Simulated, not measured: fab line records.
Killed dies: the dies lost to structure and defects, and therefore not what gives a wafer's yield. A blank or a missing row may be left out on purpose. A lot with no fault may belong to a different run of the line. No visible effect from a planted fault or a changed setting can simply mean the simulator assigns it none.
A lot that was struck, set against a sound lot || flow nandHarc || 14 out of 1302 route steps
Sound: wafers L686.2, L686.3, L686.4. Struck: wafers L695.2, L695.3, L695.6. The cause is named last.
Per side, at each step with rows, come the tool, then ch with its chambers, and then its first start. Under that, the readings that differ: sound wafers || struck wafers || difference of the means || sigmas: that difference in standard deviations of wafers without a fault.
alike: words and numbers the same on both sides, and readings whose means are apart by under 2 such deviations; not compared: readings that were withheld, readings missing a value for some wafer, numbers with overlapping values and no deviation given by the record, and bounds like >300 which may hide the same value.
Wherever a step has rows on one side only, a row that says differs or no value, or a row with sigmas, the two part there. Numbers that don't overlap but have no deviation are shown without sigmas and don't part them. A reading that every wafer of one side lacks parts them only if that side has two wafers or more.

first, 1 step without rows for these wafers: NHARC_A_CONTACT_STRIP_27 (strips in post etch residue remover, time 600 s).
NHARC_A_CONTACT_ALD_18: deposits TiN, target thk 3 nm, pulse time 1 s, ald cycles 150.
  sound on aldMetal-04 ch 1,2,3, day 26 18:10; struck on aldMetal-03 ch 0,1,3, day 30 22:29
  alike: heaterPowerW, precursorPulseHeightRel
  not compared: sinceWetCleanH
NHARC_A_CONTACT_CVD_19: deposits W, target thk 300 nm, time 802 s.
  sound on cvdW-02 ch 0,1; struck on cvdW-02 ch 0,1
  alike: heaterPowerW, mfcArSccm, mfcH2Sccm, throttleValvePct
  not compared: sinceWetCleanH
NHARC_A_CONTACT_CMP_20: polishes, t overpolish 30 s, target thk 300 nm.
  sound on cmp-02 ch 0,2,3, day 26 19:13; struck on cmp-03 ch 1,2, day 30 23:34
{"reading": "motorCurrentA (A)", "sound": "11.0 12.5 10.1", "struck": "12.9 13.3 13.8", "difference": "+2.1", "sigmas": "+2"}
  alike: overpolishRunS, timeToEndpointS
  not compared: padLifeWafers
following that, these wafers have no rows for 1 step: NHARC_A_CONTACT_SRD_22.
NHARC_A_CONTACT_INSPECT_23:
  sound on defectInspect-01, day 26 19:37; struck on defectInspect-02, day 30 23:56
  alike: rawDefectCount
then, 5 steps without rows for these wafers: NHARC_A_BLC_DEHYDRATE_00 (time 120 s); NHARC_A_BLC_HMDS_01 (time 30 s); NHARC_A_BLC_COAT_02 (time 75 s); NHARC_A_BLC_COAT_03 (time 65 s); NHARC_A_BLC_COAT_04 (resist thk 90 nm).
NHARC_A_BLC_SOFTBAKE_05: time 55 s.
  sound on lithoTrack-04 ch 0, day 26 19:00; struck on lithoTrack-01 ch 0, day 31 00:00
{"reading": "heaterPowerTotalW (W)", "sound": "188.40 188.40 188.43", "struck": "186.92 187.01 186.81", "difference": -1.50, "sigmas": -11}
following that, these wafers have no rows for 1 step: NHARC_A_BLC_EBR_06.
-- record jumps: 2 days between struck wafers' starts before vs after; left off in module A_BLC, resumes in module END, first step shown is number 1302 of the route --
NHARC_END_SORT_01:
  sound on prober-02 ch 0, day 28 16:28; struck on prober-01 ch 0, day 33 03:30
{"reading": "killedShort", "sound": "4 7 5", "struck": "1 1 1", "difference": -4, "sigmas": -3}
  alike: killedAtArray, killedAtOther, killedAtPeriphery, killedDies, killedOpen

## WHERE THEY PART
Earliest at NHARC_A_CONTACT_CMP_20; latest, in this record, at NHARC_END_SORT_01.

WHY: what had been put in by the simulator
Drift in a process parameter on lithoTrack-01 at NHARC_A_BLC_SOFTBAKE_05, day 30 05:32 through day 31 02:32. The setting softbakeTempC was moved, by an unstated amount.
